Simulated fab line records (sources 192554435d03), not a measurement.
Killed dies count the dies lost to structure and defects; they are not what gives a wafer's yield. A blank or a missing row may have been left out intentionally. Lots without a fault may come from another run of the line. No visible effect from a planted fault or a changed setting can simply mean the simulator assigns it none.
Split-lot study ; flow n5Finfet ; on a route of 1938 steps: 7 lots, 21 wafers read

ABOUT THE SPLIT
At N5_MIM_BOT_LITHO_EXPOSE_05 (exposes mask MIM BOT), the setting doseMj was moved away from the recipe's 24.25 on 10 of the 21 wafers read, by -6.7% to +6.7%. The other wafers ran this setting at the recipe's value.

FROM THE SPLIT TO THE READING: what the file shows between them, 2 steps
- N5_MIM_BOT_LITHO_DEVELOP_07: develop time 60 s (also split here: developTimeS)
- N5_MIM_BOT_LITHO_HARDBAKE_09: time 120 s

THE READING
Shown in nm: cdNm at N5_MIM_BOT_LITHO_CD_MEAS_08, with target cd 3000 nm. Fault-free wafers of this fab line usually give 2999.4 nm, standard deviation 1.6 nm.

wafer;tool, chamber at the split;doseMj as run;against the recipe;cdNm, nm;against lot-mates on the recipe
L077.4;krfScanner-01, 0;24.25;recipe;2999.8;-
L077.5;krfScanner-01, 0;24.79;+2.2%;3001.1;+4.7
L077.6;krfScanner-01, 0;24.25;recipe;2992.9;-
L084.4;krfScanner-02, 0;24.25;recipe;2998.4;-
L084.5;krfScanner-02, 0;24.25;recipe;2999.5;-
L084.6;krfScanner-02, 0;24.25;recipe;2999.4;-
L083.3;krfScanner-02, 0;25.12;+3.6%;3009.6;+8.7
L083.4;krfScanner-02, 0;25.12;+3.6%;3002.2;+1.3
L083.6;krfScanner-02, 0;24.25;recipe;3000.9;-
L081.1;krfScanner-02, 0;24.25;recipe;2995.7;-
L081.5;krfScanner-02, 0;25.87;+6.7%;3008.4;+12.7
L081.6;krfScanner-02, 0;25.87;+6.7%;3009.9;+14.2
L088.2;krfScanner-02, 0;24.25;recipe;2998.5;-
L088.5;krfScanner-02, 0;24.25;recipe;3001.8;-
L088.6;krfScanner-02, 0;24.25;recipe;2997.8;-
L093.2;krfScanner-01, 0;23.06;-4.9%;2992.3;-7.0
L093.3;krfScanner-01, 0;23.06;-4.9%;2990.3;-9.0
L093.5;krfScanner-01, 0;24.25;recipe;2999.3;-
L097.2;krfScanner-02, 0;22.62;-6.7%;2985.5;no lot-mate on the recipe
L097.4;krfScanner-02, 0;22.62;-6.7%;2987.8;no lot-mate on the recipe
L097.5;krfScanner-02, 0;22.62;-6.7%;2986.0;no lot-mate on the recipe

FIT RESULTS
A straight line over all 21 wafers: cdNm changes by +1.7 nm for each +1% of doseMj; r = +0.95; the points scatter about the line by 2.3 nm.
The same after taking each lot's own level away (the mean of its wafers on the recipe; 18 wafers): +1.8 nm for each +1%; r = +0.94; scatter 2.2 nm.
That fit puts the effect of the largest move of doseMj on the reading at 12 nm.
The lots' own levels span 2995.70 to 3000.90 nm, that is 3.3 times the standard deviation above.
So the lot-to-lot level changes the slope little: the two slopes agree.
Check: with one of the wafers moved furthest among these (+6.7%) left out of the fit, the line predicts +12 nm for it against its lot-mates. It came out at +12.7 nm against them.

OTHER SPLITS APPLIED TO THESE WAFERS
Other splits were also applied to these wafers ahead of the reading. Each is held against what the fit with the lots' levels taken away leaves over:
other split on the same wafers;wafers away from the commonest value;r with cdNm (lot level and that fit taken away)
N5_BEOL_M15_EXPOSE_07 doseMj;9;-0.30
N5_MIM_BOT_LITHO_DEVELOP_07 developTimeS;6;+0.75

THE FILE'S OWN FIT
cdNm changes by +1.83 nm for each +1% of doseMj, r = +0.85.
